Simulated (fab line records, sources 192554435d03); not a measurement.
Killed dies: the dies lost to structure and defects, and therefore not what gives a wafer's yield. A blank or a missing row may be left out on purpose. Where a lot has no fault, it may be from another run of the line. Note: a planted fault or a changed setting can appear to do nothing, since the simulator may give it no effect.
Split-lot experiment	flow n5_finfet	7 lots, 39 wafers read, on a route of 1938 steps

== THE SPLIT ==
At N5_MIM_BOT_SPUTTER_00 (material TiN, target thk 35 nm, time 89.7 s), the setting time_s was moved away from the recipe's 89.7 s on 9 of the 39 wafers read, by -30.2% to +37.0%. This setting was run at the recipe's value on the other wafers.

The reading is taken at the split's own step.

== THE READING ==
TiN_of_MIM_BOT_SPUTTER_00.thk_nm (the simulator's own value, which no gauge read), in nm, at N5_MIM_BOT_SPUTTER_00 (material TiN, target thk 35 nm, time 89.7 s). The file does not state a usual value for it. Average 35.1 nm, standard deviation 0.33 nm, over the 30 wafers here run with the recipe.

wafer	tool, chamber at the split	time_s as run, s	against the recipe	TiN_of_MIM_BOT_SPUTTER_00.thk_nm, nm	against lot-mates on the recipe
L077.1	pvd_sputter-03, -	89.7	recipe	35.2	-
L077.3	pvd_sputter-03, -	89.7	recipe	35.2	-
L077.2	pvd_sputter-03, -	89.7	recipe	35.4	-
L077.4	pvd_sputter-03, -	89.7	recipe	35.4	-
L077.6	pvd_sputter-03, -	89.7	recipe	35.4	-
L077.5	pvd_sputter-03, -	89.7	recipe	35.6	-
L079.1	pvd_sputter-01, -	122.9	+37.0%	47.2	+12.3
L079.5	pvd_sputter-01, -	122.9	+37.0%	47.2	+12.3
L079.2	pvd_sputter-01, -	89.7	recipe	35	-
L079.3	pvd_sputter-01, -	89.7	recipe	34.8	-
L079.6	pvd_sputter-01, -	89.7	recipe	34.8	-
L079.4	pvd_sputter-01, -	122.9	+37.0%	47.8	+12.9
L086.1	pvd_sputter-01, -	89.7	recipe	34.8	-
L086.2	pvd_sputter-01, -	89.7	recipe	35.4	-
L086.3	pvd_sputter-01, -	89.7	recipe	34.6	-
L086.6	pvd_sputter-01, -	89.7	recipe	34.6	-
L086.4	pvd_sputter-01, -	89.7	recipe	35.2	-
L086.5	pvd_sputter-01, -	89.7	recipe	35	-
L087.3	pvd_sputter-03, -	89.7	recipe	35	-
L087.4	pvd_sputter-03, -	89.7	recipe	34.6	-
L087.6	pvd_sputter-03, -	89.7	recipe	34.6	-
L092.1	pvd_sputter-02, -	89.7	recipe	35.4	-
L092.2	pvd_sputter-02, -	89.7	recipe	34.8	-
L092.3	pvd_sputter-02, -	89.7	recipe	34.8	-
L092.4	pvd_sputter-02, -	89.7	recipe	35.2	-
L092.5	pvd_sputter-02, -	89.7	recipe	35.6	-
L092.6	pvd_sputter-02, -	89.7	recipe	35	-
L093.1	pvd_sputter-02, -	108.3	+20.7%	42.4	+7.2
L093.4	pvd_sputter-02, -	108.3	+20.7%	42.4	+7.2
L093.5	pvd_sputter-02, -	108.3	+20.7%	42.4	+7.2
L093.2	pvd_sputter-02, -	89.7	recipe	35	-
L093.6	pvd_sputter-02, -	89.7	recipe	35	-
L093.3	pvd_sputter-02, -	89.7	recipe	35.6	-
L097.1	pvd_sputter-03, -	89.7	recipe	35.4	-
L097.2	pvd_sputter-03, -	62.62	-30.2%	24.2	-11.0
L097.3	pvd_sputter-03, -	62.62	-30.2%	24.4	-10.8
L097.4	pvd_sputter-03, -	89.7	recipe	34.6	-
L097.5	pvd_sputter-03, -	62.62	-30.2%	24.8	-10.4
L097.6	pvd_sputter-03, -	89.7	recipe	35.6	-

THE FIT
A straight line over all 39 wafers: TiN_of_MIM_BOT_SPUTTER_00.thk_nm changes by +0.343 nm for each +1% of time_s; r = +1.00; the points scatter about the line by 0.35 nm.
The same after taking each lot's own level away (the mean of its wafers on the recipe; 39 wafers): +0.346 nm for each +1%; r = +1.00; scatter 0.28 nm.
The reading moves by 13 nm for the largest change in time_s, on that fit.
Measured against the standard deviation above, the lots' own levels, which go from 34.73 to 35.37 nm, span 1.9 times it.
Hence the lot-to-lot level has little effect on the slope; both slopes agree.
Check: +12.9 nm against its lot-mates is what the line predicts for one of the wafers moved furthest among these (+37.0%) when that wafer is left out of the fit. It came out at +12.3 nm against them.

== OTHER SPLITS APPLIED TO THESE WAFERS ==
Note: prior to the reading, these wafers also went through further splits. Each is held against what the fit with the lots' levels taken away leaves over:
other split on the same wafers	wafers away from the commonest value	r with TiN_of_MIM_BOT_SPUTTER_00.thk_nm (lot level and that fit taken away)
N5_BEOL_M13_TRENCH_ETCH_34 time_s	12	+0.00

== THE FILE'S OWN FIT ==
TiN_of_MIM_BOT_SPUTTER_00.thk_nm changes by +0.346 nm for each +1% of time_s, r = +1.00.
